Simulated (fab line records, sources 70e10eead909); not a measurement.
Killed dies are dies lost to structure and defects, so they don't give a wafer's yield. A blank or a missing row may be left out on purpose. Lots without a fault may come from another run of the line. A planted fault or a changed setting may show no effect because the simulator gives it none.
Chamber matching | flow nand_harc | NHARC_P_BONDPAD_CMP_32 on cmp-02: 4 sister chambers
The step polishes SiCN, target thk 200 nm. 4 wafers are shown with their chamber, then 11 later ones without.

WAFERS WITH THEIR CHAMBER
wafer  | chamber | motor_current_A (A)
L086.4 | 2       | 10.9
L087.3 | 3       | 11.8
L087.5 | 0       | 16.1
L089.1 | 1       | 10.5

WAFERS WITHOUT THEIR CHAMBER
wafer  | motor_current_A (A)
L089.4 | 11.8
L089.5 | 15.8
L091.2 | 10.6
L091.4 | 11.9
L091.5 | 11.5
L092.2 | 11.7
L092.5 | 10.9
L092.6 | 15.7
L093.4 | 11.9
L093.5 | 10.5
L093.6 | 11.1

WHICH CHAMBER EACH WENT THROUGH
wafer  | from the rows above     | in truth
L089.4 | 3                       | 3
L089.5 | 0                       | 0
L091.2 | can't be placed: 1 or 2 | 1
L091.4 | 3                       | 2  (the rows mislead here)
L091.5 | can't be placed: 3 or 2 | 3
L092.2 | 3                       | 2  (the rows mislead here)
L092.5 | 2                       | 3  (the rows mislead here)
L092.6 | 0                       | 0
L093.4 | 3                       | 3
L093.5 | 1                       | 1
L093.6 | 2                       | 2
Placed correctly: 6 of 11. Can't be placed from these rows: 2 (the true chamber is among the candidates in 2). Placed wrongly: 3.
How it was worked out, from the rows above alone: a wafer's distance from a chamber is the root of the sum, over the readings, of the square of ((its reading less the chamber's mean) divided by the reading's scatter). The wafer belongs to the nearest chamber; if the next one is less than 2 further off, it can't be placed. A chamber's mean is the mean of its shown wafers. The scatter: with one shown wafer a chamber, the root of the mean of the squares of how far each hidden wafer lies from its nearest shown one.
